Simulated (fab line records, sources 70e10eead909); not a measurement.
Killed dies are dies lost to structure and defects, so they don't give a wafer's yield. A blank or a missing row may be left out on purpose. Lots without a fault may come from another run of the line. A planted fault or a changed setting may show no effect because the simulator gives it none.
Chamber matching | flow nand_harc | NHARC_A_STAIRCASE_DEP_301 on pecvd-04: 3 sister chambers
The step deposits SiON, target thk 30 nm. 6 wafers are shown with their chamber, then 7 later ones without.

WAFERS WITH THEIR CHAMBER
wafer  | chamber | heater_power_w (W) | heater_power_outer_w (W)
L088.3 | 1       | 870                | 533
L088.4 | 1       | 899                | 545
L089.4 | 0       | 698                | 441
L089.5 | 2       | 657                | 384
L092.2 | 2       | 624                | 363
L092.3 | 0       | 720                | 443

WAFERS WITHOUT THEIR CHAMBER
wafer  | heater_power_w (W) | heater_power_outer_w (W)
L092.6 | 615                | 363
L093.2 | 671                | 390
L093.3 | 826                | 495
L093.4 | 839                | 507
L097.3 | 968                | 580
L097.4 | 686                | 407
L097.6 | 941                | 591

WHICH CHAMBER EACH WENT THROUGH
wafer  | from the rows above     | in truth
L092.6 | 2                       | 2
L093.2 | 2                       | 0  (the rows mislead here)
L093.3 | 1                       | 1
L093.4 | 1                       | 1
L097.3 | 1                       | 1
L097.4 | can't be placed: 0 or 2 | 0
L097.6 | 1                       | 1
Placed correctly: 5 of 7. Can't be placed from these rows: 1 (the true chamber is among the candidates in 1). Placed wrongly: 1.
How it was worked out, from the rows above alone: a wafer's distance from a chamber is the root of the sum, over the readings, of the square of ((its reading less the chamber's mean) divided by the reading's scatter). The wafer belongs to the nearest chamber; if the next one is less than 2 further off, it can't be placed. A chamber's mean is the mean of its shown wafers. The scatter: the root of (the sum of the squares of (reading less its chamber's mean) over the shown wafers, divided by (wafers less chambers)).
